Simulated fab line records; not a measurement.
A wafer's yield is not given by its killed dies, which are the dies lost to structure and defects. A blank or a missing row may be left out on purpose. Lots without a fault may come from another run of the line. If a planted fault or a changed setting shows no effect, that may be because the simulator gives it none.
Which tool did it? -- flow n5 finfet -- 6 lots with 18 wafers sampled at 3 steps, on a route of 1938 steps

WHAT THE GAUGES SHOWED, per wafer
N5_BEOL_M6_THK_MEAS_01.
lot,measured,on,M6_ILD_THK (nm)
L528,day 9 14:40,film metro-01,153.1 155.6 156.4
L532,day 10 04:13,film metro-02,153.3 151.0 152.6
L538,day 12 01:26,film metro-02,154.0 153.9 156.6
L541,day 12 09:43,film metro-01,151.4 154.0 154.1
L548,day 14 08:46,film metro-01,154.3 156.1 157.2
L551,day 14 20:44,film metro-01,152.6 153.6 157.3

TOOL THAT RAN EACH LOT (tool first, then ch and the chambers of the sampled wafers, then the start)
lot,N5_BEOL_M5_DEP_56,N5_BEOL_M6_CURE_74
L528,"pecvd-04 ch 0,1,2, day 9 13:58","uv cure-01 ch 2, day 9 14:19"
L532,"pecvd-01 ch 0,1, day 10 03:29","uv cure-01 ch 2, day 10 03:47"
L538,"pecvd-04 ch 0,1,2, day 12 00:44","uv cure-01 ch 2, day 12 01:00"
L541,"pecvd-04 ch 0,1,2, day 12 09:00","uv cure-02 ch 0, day 12 09:12"
L548,"pecvd-04 ch 0,1,2, day 14 07:34","uv cure-01 ch 0, day 14 07:56"
L551,"pecvd-02 ch 0,1,2, day 14 20:00","uv cure-01 ch 1, day 14 20:18"
- N5_BEOL_M5_DEP_56: deposits SiCN from 3MS/NH3, target thk 8 nm, time 14 s.
- N5_BEOL_M6_CURE_74: cures SiCOH lowk, time 240 s.

THE ANSWER, worked out from the rows above alone
Rule: what is usual is taken from the lots themselves. The widest of any qualifying gaps counts: lots, ordered by their means at a reading, are off when they make up no more than a third of the lots, leave a main group of 4 or more, and stand apart from it by 3 or more times the standard deviation of that group's means. A main group is skipped when, at the precision printed for the reading in the tables above, its means are all equal. A lot without any number at a reading at which 4 lots or more have one is off too. The other lots that the step has rows for count as sound.
No lot is off on any of the readings shown, so nothing can be concluded from this.

WHAT WAS PUT IN BY THE SIMULATOR
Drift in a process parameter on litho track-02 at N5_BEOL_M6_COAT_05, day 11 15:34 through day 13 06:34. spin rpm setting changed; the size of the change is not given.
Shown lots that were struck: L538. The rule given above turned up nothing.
